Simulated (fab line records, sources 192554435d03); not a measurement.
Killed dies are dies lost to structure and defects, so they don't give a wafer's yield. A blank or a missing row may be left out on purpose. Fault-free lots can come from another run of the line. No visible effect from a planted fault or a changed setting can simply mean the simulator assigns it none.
A lot that was struck, set against a sound lot || flow n5 finfet || 37 out of 1938 route steps
Sound: these wafers, L462.1, L462.5, L462.6. Wafers struck: L474.1, L474.3, L474.6. The cause is given at the end.
Order at every step that has rows: each side's tool, ch and its chambers, its first start. Under that, the readings that differ: sound wafers || struck wafers || difference of the means || sigmas: that difference in standard deviations of wafers without a fault.
alike: words and numbers the same on both sides, and readings whose means are apart by under 2 such deviations; not compared: readings that were withheld, readings missing a value for some wafer, numbers with overlapping values and no deviation given by the record, and bounds like >300 which may hide the same value.
Wherever a step has rows on one side only, a row that says differs or no value, or a row with sigmas, the two part there. Non-overlapping numbers with no deviation appear without sigmas and do not part them. A reading that every wafer of one side lacks parts them only if that side has two wafers or more.

first, 10 steps without rows for these wafers: N5_PMOS_HMC_CHANNEL_EPI_DESCUM_14 (chemistry O2, time 7.9 s); N5_PMOS_HMC_CHANNEL_EPI_ETCH_32 (etches BARC in N2/H2, stops on SiO2, target depth 85.8 nm, time 50.3 s); N5_PMOS_HMC_CHANNEL_EPI_HM_OPEN_15 (chemistry CHF3/O2, target SiO2, target depth 40.6 nm, time 20.3 s); N5_PMOS_HMC_CHANNEL_EPI_STRIP_33 (strips in N2/H2); N5_PMOS_HMC_CHANNEL_EPI_STRIP_17 (strips in SPM, time 750 s); N5_PMOS_HMC_CHANNEL_EPI_ETCH_38 (etches SiO2 in CF4, target depth 1.5 nm); N5_PMOS_HMC_CHANNEL_EPI_FIN_RECESS_16 (chemistry HBr/Cl2, target Si, target depth 54 nm, time 18 s); N5_PMOS_HMC_CHANNEL_EPI_PRECLEAN_36 (cleans in O3/DIW, time 45 s); N5_PMOS_HMC_CHANNEL_EPI_PRECLEAN_18 (cleans in DHF, time 30 s); N5_PMOS_HMC_CHANNEL_EPI_SRD_19 (time 30 s).
N5_PMOS_HMC_CHANNEL_EPI_EPI_20: deposits SiGe30, target thk 59 nm.
  sound on epi rpcvd-01 ch 0, day 2 05:47; struck on epi rpcvd-01 ch 0, day 5 06:22
then, 24 steps without rows for these wafers: N5_PMOS_HMC_CHANNEL_EPI_HM_STRIP_35 (strips SiO2 in dHF, material SiO2, target depth 39.6 nm, time 216 s); N5_PMOS_HMC_CHANNEL_EPI_SRD_39 (time 30 s); N5_PMOS_HMC_CHANNEL_EPI_CMP_21 (polishes SiGe30, target thk 54 nm); N5_PMOS_HMC_CHANNEL_EPI_PRECLEAN_40 (cleans in DHF, time 30 s); N5_PMOS_HMC_CHANNEL_EPI_PRECLEAN_37 (cleans in O3/DIW, time 45 s); N5_PMOS_HMC_CHANNEL_EPI_PRECLEAN_24 (cleans in DHF, time 30 s); N5_PMOS_HMC_CHANNEL_EPI_SRD_25 (time 30 s); N5_PMOS_HMC_CHANNEL_EPI_EPI_26 (deposits Si from SiH4/H2, target thk 3.8 nm, time 22.7 s); N5_FIN_SAQP_PRECLEAN_42 (cleans in O3/DIW, time 60 s); N5_FIN_SAQP_PRECLEAN_00 (cleans in SC1, time 60 s); N5_FIN_SAQP_PRECLEAN_44 (cleans in SC2, time 45 s); N5_FIN_SAQP_SRD_01 (time 30 s); N5_FIN_SAQP_ALD_61 (deposits SiO2, target thk 4 nm, pulse time 1 s, purge time 2 s); N5_FIN_SAQP_DENSIFY_62 (time 60 s); N5_FIN_SAQP_HM_DEP_03 (deposits SiNx from SiH4/NH3/N2, target thk 38 nm, time 33.6 s); N5_FIN_SAQP_PECVD_47 (deposits a-Si from SiH4/He, target thk 45 nm, time 36.3 s); N5_FIN_SAQP_PECVD_48 (deposits SiNx from SiH4/NH3/N2, target thk 25 nm, time 22.1 s); N5_FIN_SAQP_PECVD_06 (deposits a-Si from SiH4/He, target thk 60 nm, time 48.1 s); N5_FIN_SAQP_HM_DEP_72 (deposits SiO2 from SiH4/N2O, target thk 12 nm, time 7.2 s); N5_FIN_SAQP_COAT_49 (time 60 s, resist thk 100 nm); N5_FIN_SAQP_COAT_50 (time 60 s, resist thk 35 nm); N5_FIN_SAQP_COAT_10 (resist thk 90 nm); N5_FIN_SAQP_EBR_12; N5_FIN_SAQP_SOFTBAKE_11 (time 60 s).
-- a jump in the record: the struck wafers' starts before and after are 7 days apart (it breaks off in module FIN_SAQP and resumes in module BEOL_M4, where the first step shown is number 1111 of the route) --
N5_BEOL_M4_RC_MEAS_101:
  sound on prober-02 ch 0, day 9 01:57; struck on prober-02 ch 0, day 12 04:28
{"reading": "DIBL_N (mV/V)", "sound": "33.0 32.1 34.4", "struck": "36.7 36.0 35.8", "difference": "+3.0", "sigmas": "+2"}
{"reading": "IOFF_P (nA/um)", "sound": "0.177 0.175 0.218", "struck": "0.366 0.315 0.318", "difference": "+0.143", "sigmas": "+5"}
{"reading": "IOFF_P_85C (nA/um)", "sound": "3.2 3.1 3.7", "struck": "5.8 5.1 5.2", "difference": "+2.0", "sigmas": "+5"}
{"reading": "IOFF_P_LIN (nA/um)", "sound": "0.088 0.088 0.101", "struck": "0.171 0.153 0.156", "difference": "+0.068", "sigmas": "+6"}
{"reading": "IOFF_P_LONG (nA/um)", "sound": "0.000111 0.00011 0.000111", "struck": "0.000156 0.000158 0.00016", "difference": "+0.000047", "sigmas": "+6"}
{"reading": "ION_P (uA/um)", "sound": "457 457 461", "struck": "489 484 476", "difference": "+25", "sigmas": "+4"}
{"reading": "VT_P (mV)", "sound": "-253.0 -250.2 -248.3", "struck": "-233.3 -238.0 -239.6", "difference": "+13.5", "sigmas": "+5"}
{"reading": "VT_P_LONG (mV)", "sound": "-274.8 -274.9 -273.6", "struck": "-260.0 -262.0 -261.1", "difference": "+13.4", "sigmas": "+5"}
{"reading": "VT_P_LVT (mV)", "sound": "-100 -100 -98", "struck": "-84 -87 -86", "difference": "+14", "sigmas": "+4"}
  alike: DIBL_P, IOFF_N, ION_N, SS_N, SS_P, VT_N
next, for these wafers, 1 step has no rows: N5_PASSIVATION_PROBE_49.

WHERE THEY PART
N5_BEOL_M4_RC_MEAS_101 only, going by this record.

WHY: what the simulator had put in
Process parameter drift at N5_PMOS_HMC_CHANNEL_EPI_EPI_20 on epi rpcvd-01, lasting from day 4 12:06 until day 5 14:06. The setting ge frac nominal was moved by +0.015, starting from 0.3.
